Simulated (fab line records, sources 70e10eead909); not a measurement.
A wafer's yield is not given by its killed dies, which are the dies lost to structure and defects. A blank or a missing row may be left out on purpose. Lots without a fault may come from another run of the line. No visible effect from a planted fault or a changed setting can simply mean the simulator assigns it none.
fab line records | flow nand-harc
[record] lots = 12 wafers = 36 last-day = 23
route steps=1159 shown A_WL_FILL@813 THIN_TSV@1126 END@1158
lots that met no fault: from a run of the same line without faults
start-h: the number of hours between the record's first day and the start of the first shown wafer of the lot | wait-h: how many hours have passed since the lot's step before this one | " the same as in the row above | L1.1+2: several wafers, shown together as one row | - no value, or no start was given | * or withheld: withheld | < > ~ a bound
route shown NAME@n: a module of which the file shows steps, and the number in the route of the first | usual: mean and standard deviation over wafers with no fault | same: alike in all rows | chamber/n: place in a boat | sites: readings site by site | _std_site: the standard deviation of these | _edge_site: the outer-site mean with the inner-site mean subtracted | radius-mm: for every site, how far away it sits from the centre of the wafer | mask NAME#n: copy n | behind: the most recent tool/chamber to have shaped the wafer | hold: cause of the lot's hold/its duration in hours/its outcome | device: which transistor (n, p or np) failed to switch | end of line: the same wafers' tests at the end of the route | a step given without rows: its recipe and nothing more | killed: not the wafer's yield, but the dies lost to structure and defects at the first sort | map: the dies of a wafer, with x for killed, . for not killed, _ for no die there
set.NAME: setting as actually run; set.NAME@STEP: the setting as run at that earlier step | model.NAME: the simulator's own value behind a step, which no gauge read
one table for each step of the route and one row for each wafer, over a sample of lots
services: when a tool's chamber went out of use (start-h, in hours from the record's first day, below 0 if earlier), for how many hours, and the reason
[[steps]]
[step NHARC_A_WL_FILL_CVD_03]
[recipe] target-thk-a = 400 temp-c = 300 pressure-torr = 40 wf6-flow-sccm = 40 h2-flow-sccm = 1600 ar-flow-sccm = 1560 time-s = 3302 material = W
[usual] chamber-pressure-Torr = 39.98/0.097 heater-power-w = 451/20 throttle-valve-pct = 7.7/0.32
// columns lot.wafer tool chamber start-h wait-h chamber-pressure-Torr heater-power-w throttle-valve-pct
L701.2 cvd-w-01 0 346.18 0.5 39.93 444 7.6
L701.6 " 1 347.59 1.9 40.06 441 7.6
L701.5 " 0 " " 40.16 441 7.7
L703.2 cvd-w-01 1 349.00 3.3 39.83 441 7.6
L703.4 " 1 " " 40.00 452 7.4
L703.6 " 1 " " 39.87 444 7.5
L700.2 cvd-w-01 1 352.22 3.3 40.09 436 7.7
L700.4 " 1 " " 40.08 437 7.5
L700.3 " 0 " " 39.91 440 7.7
L702.2 cvd-w-02 1 354.17 5.3 39.95 446 8.6
L702.3 " 0 " " 40.10 482 7.2
L702.5 " 1 356.07 7.2 40.00 450 8.3
L704.2 cvd-w-01 0 355.53 2.1 39.85 448 7.5
L704.3 " 1 " " 39.96 439 7.5
L704.4 " 0 " " 39.91 446 7.4
L705.1 cvd-w-02 0 366.86 0.1 39.89 477 7.1
L705.3 " 1 368.26 1.5 40.16 447 8.5
L705.5 " 0 " " 39.84 475 7.4
L707.1 cvd-w-01 1 375.13 3.4 40.06 445 7.4
L707.3 " 1 " " 40.03 448 7.9
L707.5 " 0 " " 40.02 448 7.8
L706.2 cvd-w-02 1 379.02 7.1 39.92 447 8.2
L706.3 " 1 " " 39.87 432 8.6
L706.6 " 0 " " 40.03 496 7.5
L710.2 cvd-w-02 0 398.18 4.7 39.98 479 7.5
L710.1 " 1 " " 39.90 422 8.4
L710.3 " 0 " " 39.91 484 7.5
L714.1 cvd-w-02 1 411.32 3.2 39.88 431 8.0
L714.2 " 0 " " 40.11 481 7.6
L714.3 " 1 " " 40.11 424 8.4
L721.2 cvd-w-02 1 448.21 0.4 40.03 420 8.3
L721.3 " 0 449.62 1.9 39.89 483 7.5
L721.6 " 1 " " 39.98 429 8.3
L722.2 cvd-w-02 0 451.47 1.0 40.01 483 7.5
L722.1 " 1 " " 39.99 424 8.1
L722.3 " 0 " " 40.06 490 7.6
[step NHARC_THIN_TSV_STRIP_62]
[recipe] power-w = 1500 temp-c = 250 time-s = 20 chemistry = N2/H2
[usual] drypump-motor-current-A = 5.5/0.48 heater-power-w = 352/39
// columns lot.wafer tool chamber start-h wait-h drypump-motor-current-A heater-power-w rf-hours-counter-h
L701.2 plasma-asher-01 0 445.96 - 5.6 332 54
L701.5 " 1 " " 5.0 396 -
L701.6 " 0 " " 5.6 336 -
L700.2 plasma-asher-01 0 447.32 - 5.7 333 55
L700.4 " 0 " " 5.6 330 -
L700.3 " 1 " " 5.0 393 -
L703.2 plasma-asher-01 1 448.73 - 5.0 400 56
L703.4 " 0 " " 5.6 334 -
L703.6 " 1 " " 5.0 402 -
L704.2 plasma-asher-01 0 450.70 - 5.6 328 58
L704.4 " 0 " " 5.6 326 -
L704.3 " 1 " " 5.0 394 -
L702.2 plasma-asher-01 1 452.59 - 5.0 386 60
L702.3 " 0 " " 5.6 330 -
L702.5 " 0 " " 5.6 331 -
L705.1 plasma-asher-01 0 463.60 - 5.6 328 1
L705.3 " 0 " " 5.6 323 -
L705.5 " 1 " " 5.0 400 -
L707.1 plasma-asher-01 0 464.56 - 5.6 322 2
L707.3 " 0 " " 5.6 324 -
L707.5 " 0 " " 5.6 325 -
L706.2 plasma-asher-02 0 470.87 - 6.1 301 35
L706.3 " 1 " " 6.2 332 -
L706.6 " 1 " " 6.3 334 -
L710.2 plasma-asher-01 1 482.04 - 5.0 407 8
L710.1 " 0 " " 5.7 318 8
L710.3 " 0 " " 5.6 322 -
L714.2 plasma-asher-02 0 502.02 - 6.1 311 44
L714.1 " 1 " " 6.2 337 44
L714.3 " 1 " " 6.2 339 -
L721.2 plasma-asher-01 0 534.39 - 5.6 333 23
L721.3 " 0 " " 5.7 324 -
L721.6 " 0 " " 5.7 324 -
L722.2 plasma-asher-02 0 549.51 - 6.1 300 2
L722.1 " 1 " " 6.2 355 2
L722.3 " 0 " " 6.1 311 -
[step NHARC_THIN_TSV_CD_MEAS_33]
[recipe] target-cd-nm = 5000 landing-energy-ev = 500
[usual] cd-nm = 4999.7/1.5
[same] landing-energy-ev = 500
// columns lot.wafer tool chamber start-h wait-h cd-nm
L701.2 cd-sem-01 0 449.31 - 5000.5
L701.5 " 0 " " 5001.2
L701.6 " 0 " " 5000.2
L700.2 cd-sem-01 0 450.56 - 5001.7
L700.3 " 0 " " 5000.4
L700.4 " 0 " " 5002.3
L703.2 cd-sem-03 0 452.25 - 4999.9
L703.4 " 0 " " 5002.4
L703.6 " 0 " " 5001.8
L704.2 cd-sem-03 0 454.36 - 4997.1
L704.3 " 0 " " 4997.8
L704.4 " 0 " " 4998.0
L702.2 cd-sem-01 0 455.78 - 4999.4
L702.3 " 0 " " 4997.9
L702.5 " 0 " " 4997.7
L705.1 cd-sem-02 0 467.06 - 4999.4
L705.3 " 0 " " 4998.8
L705.5 " 0 " " 4998.4
L707.1 cd-sem-01 0 468.24 - 4998.1
L707.3 " 0 " " 5000.5
L707.5 " 0 " " 4998.7
L706.2 cd-sem-03 0 474.17 - 5000.8
L706.3 " 0 " " 5000.1
L706.6 " 0 " " 5001.5
L710.1 cd-sem-01 0 485.53 - 5000.1
L710.2 " 0 " " 5000.1
L710.3 " 0 " " 5000.0
L714.1 cd-sem-02 0 505.20 - 4999.4
L714.2 " 0 " " 5001.1
L714.3 " 0 " " 5001.3
L721.2 cd-sem-02 0 538.00 - 4999.7
L721.3 " 0 " " 4998.8
L721.6 " 0 " " 4999.1
L722.1 cd-sem-03 0 552.81 - 5000.2
L722.2 " 0 " " 4999.9
L722.3 " 0 " " 4998.7
[step NHARC_END_WLT_00]
[usual] VT_DECK1_BOTTOM = 0.873/0.0072 VT_DECK1_BOTTOM_INNER = 0.873/0.0074 VT_DECK1_MEDIAN_NEAR_BOTTOM = 0.874/0.0074 VT_DECK1_MEDIAN_NEAR_BOTTOM_INNER = 0.875/0.0073 VT_DECK1_MIDDLE = 0.888/0.0078 VT_DECK1_MIDDLE_INNER = 0.887/0.0075 VT_DECK1_TOP = 0.899/0.0076 VT_DECK1_TOP_INNER = 0.899/0.0078
// columns lot.wafer tool chamber start-h wait-h VT_DECK1_BOTTOM VT_DECK1_BOTTOM_INNER VT_DECK1_MEDIAN_NEAR_BOTTOM VT_DECK1_MEDIAN_NEAR_BOTTOM_INNER VT_DECK1_MIDDLE VT_DECK1_MIDDLE_INNER VT_DECK1_TOP VT_DECK1_TOP_INNER
L700.2 prober-01 - 455.96 0.5 0.875 0.876 0.874 0.875 0.881 0.891 0.893 0.894
L700.3 " - " " 0.869 0.867 0.862 0.873 0.883 0.880 0.893 0.894
L700.4 " - " " 0.863 0.866 0.860 0.869 0.877 0.885 0.890 0.897
L701.2 prober-02 - 455.97 0.6 0.875 0.866 0.864 0.867 0.891 0.879 0.898 0.893
L701.5 " - 457.44 2.0 0.864 0.871 0.868 0.865 0.890 0.891 0.903 0.906
L701.6 " - " " 0.875 0.872 0.874 0.872 0.884 0.883 0.904 0.904
L703.2 prober-01 - 463.76 5.3 0.863 0.855 0.871 0.862 0.876 0.877 0.890 0.893
L703.4 " - 464.76 6.3 0.859 0.864 0.859 0.862 0.875 0.878 0.893 0.888
L703.6 " - 465.77 7.3 0.866 0.860 0.865 0.862 0.878 0.885 0.876 0.890
L704.2 prober-02 - 463.79 5.3 0.866 0.871 0.884 0.873 0.893 0.887 0.899 0.900
L704.3 " - " " 0.881 0.883 0.881 0.874 0.893 0.884 0.909 0.906
L704.4 " - " " 0.873 0.870 0.879 0.874 0.893 0.893 0.902 0.900
L702.2 prober-02 - 471.58 9.6 0.878 0.882 0.877 0.880 0.885 0.890 0.895 0.907
L702.3 " - " " 0.880 0.881 0.881 0.882 0.891 0.887 0.904 0.902
L702.5 " - 473.09 11.1 0.871 0.885 0.875 0.878 0.887 0.881 0.910 0.894
L705.1 prober-01 - 472.95 0.0 0.877 0.878 0.875 0.877 0.892 0.881 0.894 0.888
L705.3 " - 473.95 1.1 0.861 0.862 0.867 0.873 0.876 0.878 0.897 0.886
L705.5 " - 474.96 2.1 0.864 0.867 0.873 0.871 0.887 0.887 0.897 0.889
L707.1 prober-02 - 478.84 5.9 0.869 0.880 0.883 0.872 0.891 0.891 0.902 0.905
L707.3 " - 479.84 6.9 0.871 0.876 0.872 0.875 0.885 0.886 0.898 0.897
L707.5 " - 480.85 7.9 0.875 0.870 0.872 0.875 0.883 0.891 0.899 0.904
L706.2 prober-02 - 487.10 8.3 0.872 0.879 0.875 0.879 0.885 0.880 0.891 0.888
L706.3 " - " " 0.872 0.878 0.880 0.880 0.887 0.882 0.894 0.890
L706.6 " - 489.07 10.2 0.869 0.866 0.865 0.866 0.883 0.892 0.903 0.898
L710.1 prober-01 - 491.49 0.0 0.884 0.880 0.881 0.893 0.893 0.898 0.911 0.899
L710.2 " - " " 0.878 0.877 0.886 0.884 0.896 0.892 0.903 0.900
L710.3 " - " " 0.884 0.884 0.873 0.881 0.892 0.893 0.906 0.907
L714.1 prober-02 - 510.40 0.1 0.865 0.870 0.862 0.866 0.878 0.876 0.883 0.885
L714.2 " - " " 0.866 0.868 0.863 0.866 0.867 0.877 0.894 0.887
L714.3 " - " " 0.872 0.858 0.867 0.868 0.884 0.876 0.890 0.892
L721.2 prober-01 - 542.91 0.6 0.873 0.883 0.892 0.882 0.897 0.889 0.906 0.905
L721.3 " - " " 0.880 0.873 0.875 0.886 0.894 0.897 0.904 0.901
L721.6 " - 544.94 2.6 0.876 0.879 0.884 0.880 0.892 0.893 0.905 0.909
L722.1 prober-01 - 558.08 0.0 0.867 0.871 0.874 0.869 0.892 0.893 0.908 0.896
L722.2 " - " " 0.867 0.876 0.871 0.869 0.891 0.889 0.906 0.901
L722.3 " - " " 0.860 0.865 0.873 0.873 0.887 0.881 0.902 0.897
[step NHARC_END_SORT_01]
[recipe] temp-c = 25
[usual] killed-at-array = 28/10 killed-at-other = 0.6/0.85 killed-at-periphery = 3.3/2.3 killed-dies = 32/11 killed-open = 3.3/1.5 killed-short = 2.1/1.4
[same] gross-dies = 677
// columns lot.wafer tool chamber start-h wait-h killed-at-array killed-at-other killed-at-periphery killed-dies killed-open killed-short
L721.2 prober-01 0 546.24 2.8 24 0 4 28 2 1
L721.3 prober-01 0 547.04 3.1 97 2 1 100 4 2
L721.6 prober-01 0 549.43 4.0 22 0 3 25 1 1
L722.1 prober-01 0 561.04 2.5 14 0 2 16 4 0
L722.2 prober-01 0 561.84 2.8 86 1 0 87 0 1
L722.3 prober-01 0 562.64 3.1 82 0 1 83 2 2
// killed by level:class
L721.2 A_CHANNEL_HOLE_D1:chamber-film-flake=19 P_ZERO_WELL:chamber-film-flake=2 A_CONTACT:chamber-film-flake=2 P_M0:geometric-particle:short=1 A_CHANNEL_HOLE_D1:geometric-particle:open=1 A_CONTACT:geometric-particle:open=1 P_BONDPAD:chamber-film-flake=1 A_ZERO_WELL:chamber-film-flake=1
L721.3 A_WL_FILL:unspecified=69 A_CHANNEL_HOLE_D1:chamber-film-flake=22 A_CHANNEL_HOLE_D1:geometric-particle:open=1 A_SGD_CUT:geometric-particle:open=1 A_BLC:geometric-particle:open=1 A_M0:geometric-particle:open=1 A_M0:geometric-particle:short=1 P_ZERO_WELL:chamber-film-flake=1
L721.6 A_CHANNEL_HOLE_D1:chamber-film-flake=17 A_CONTACT:chamber-film-flake=3 P_ZERO_WELL:chamber-film-flake=2 P_CONTACT:geometric-particle:open=1 A_M1:geometric-particle:short=1 A_STAIRCASE:chamber-film-flake=1
L722.1 A_CHANNEL_HOLE_D1:chamber-film-flake=8 A_CONTACT:geometric-particle:open=2 A_STAIRCASE:chamber-film-flake=2 P_GATE:geometric-particle:open=1 A_SOURCE_PLATE:geometric-particle:open=1 P_ZERO_WELL:chamber-film-flake=1 A_SLIT:chamber-film-flake=1
L722.2 A_WL_FILL:unspecified=74 A_CHANNEL_HOLE_D1:chamber-film-flake=8 A_CONTACT:chamber-film-flake=3 STARTING-WAFER:geometric-particle:short=1 A_STAIRCASE:chamber-film-flake=1
L722.3 A_WL_FILL:unspecified=71 A_CHANNEL_HOLE_D1:chamber-film-flake=8 P_CONTACT:geometric-particle:open=1 A_CONTACT:geometric-particle:open=1 A_CONTACT:geometric-particle:short=1 A_M0:geometric-particle:short=1
[[services]]
// columns tool chamber start-h hours kind
cvd-w-01 - 341.63 0.4 repair
plasma-asher-02 - 360.76 9.0 pm
plasma-asher-02 0 360.76 9.7 vent-cycle
cvd-w-02 - 381.37 13.0 pm
cvd-w-02 0 381.37 13.0 vent-cycle
cvd-w-02 1 381.37 13.0 vent-cycle
cvd-w-01 - 393.28 0.3 repair
cvd-w-02 0 394.37 - clean
cvd-w-02 1 394.37 - clean
plasma-asher-01 - 395.71 0.6 repair
plasma-asher-01 - 431.37 4.1 repair
plasma-asher-02 - 443.03 9.9 repair
plasma-asher-01 - 453.14 9.0 pm
plasma-asher-01 0 453.14 9.0 vent-cycle
plasma-asher-01 1 453.14 9.0 vent-cycle
plasma-asher-01 0 462.14 - clean
plasma-asher-01 1 462.14 - clean
cvd-w-01 - 477.28 13.0 pm
cvd-w-01 0 477.28 13.0 vent-cycle
cvd-w-01 1 477.28 13.0 vent-cycle
cvd-w-01 0 490.28 - clean
cvd-w-01 1 490.28 - clean
plasma-asher-01 - 505.40 1.2 repair
plasma-asher-02 - 537.88 9.0 pm
[[key]]
[first-sign] step = NHARC_END_SORT_01 reading = killed-at-array direction = up sigmas = 5.9 usual = 28 struck = 88
[effect] step = NHARC_END_SORT_01 reading = killed-dies direction = up sigmas = 5.5 usual = 32 struck = 90
[more-kills-born-at] NHARC_A_WL_FILL_CVD_03@cvd-w-02 = 214
met-at NHARC_A_WL_FILL_CVD_03
struck-lots L721,L722
struck-wafers L721.3,L722.2,L722.3
tester-left-out L721,L722
not-acting-at NHARC_THIN_TSV_STRIP_62,NHARC_THIN_TSV_CD_MEAS_33,NHARC_END_WLT_00
onset-between 411.32 448.21
[fault] kind = chamber-particle-source tool = cvd-w-02 chamber = 0 onset-h = 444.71 steps = NHARC_A_WL_FILL_CVD_03 rate-per-visit-cm2 = 2.107 end-h = 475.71
// tester-left-out: of these lots the tester's yield and bins aren't shown, on N5 and GAA mostly nor the transistor test; their killed dies are dies lost to structure and defects alone, not to doping, threshold or leakage, so they don't give the yield
